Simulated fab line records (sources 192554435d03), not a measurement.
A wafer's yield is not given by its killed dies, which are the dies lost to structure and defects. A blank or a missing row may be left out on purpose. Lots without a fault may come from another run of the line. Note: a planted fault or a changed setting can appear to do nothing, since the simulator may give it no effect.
Chamber matching    flow n5_finfet    4 sister chambers for N5_BEOL_M10_ETCH_61 on rie_diel-02
The step etches SiARC in CF4, target depth 39 nm, time 65 s. 4 wafers are shown with their chamber, then 9 later ones without.

== EACH WAFER AND ITS CHAMBER ==
wafer   chamber  showerhead_plenum_p_Torr (Torr)
L088.5  1        2.18
L089.3  3        2.18
L089.4  0        2.03
L089.5  2        2.19

== WAFERS MISSING THEIR CHAMBER ==
wafer   showerhead_plenum_p_Torr (Torr)
L091.1  2.17
L091.3  2.19
L091.4  2.17
L093.1  2.02
L093.2  2.17
L093.3  2.17
L095.2  2.17
L095.4  2.02
L095.5  2.17

== CHAMBER TAKEN BY EACH ==
wafer   from the rows above           in truth
L091.1  can't be placed: 1 or 3 or 2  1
L091.3  can't be placed: 2 or 1 or 3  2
L091.4  can't be placed: 1 or 3 or 2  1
L093.1  0                             0
L093.2  can't be placed: 1 or 3 or 2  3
L093.3  can't be placed: 1 or 3 or 2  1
L095.2  can't be placed: 1 or 3 or 2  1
L095.4  0                             0
L095.5  can't be placed: 1 or 3 or 2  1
Correctly placed: 2 of 9. Can't be placed from these rows: 7 (the true chamber is among the candidates in 7). Placed wrongly: 0.
How it was worked out, from the rows above alone: a wafer's distance from a chamber is the root of the sum, over the readings, of the square of ((its reading less the chamber's mean) divided by the reading's scatter). If the next closest chamber is less than 2 further off than the closest, the wafer can't be placed; otherwise it belongs to the closest. For every chamber, the mean is computed from those of its wafers that are shown. The scatter: root of mean squared gap, hidden wafer to nearest shown wafer, with one shown wafer a chamber.
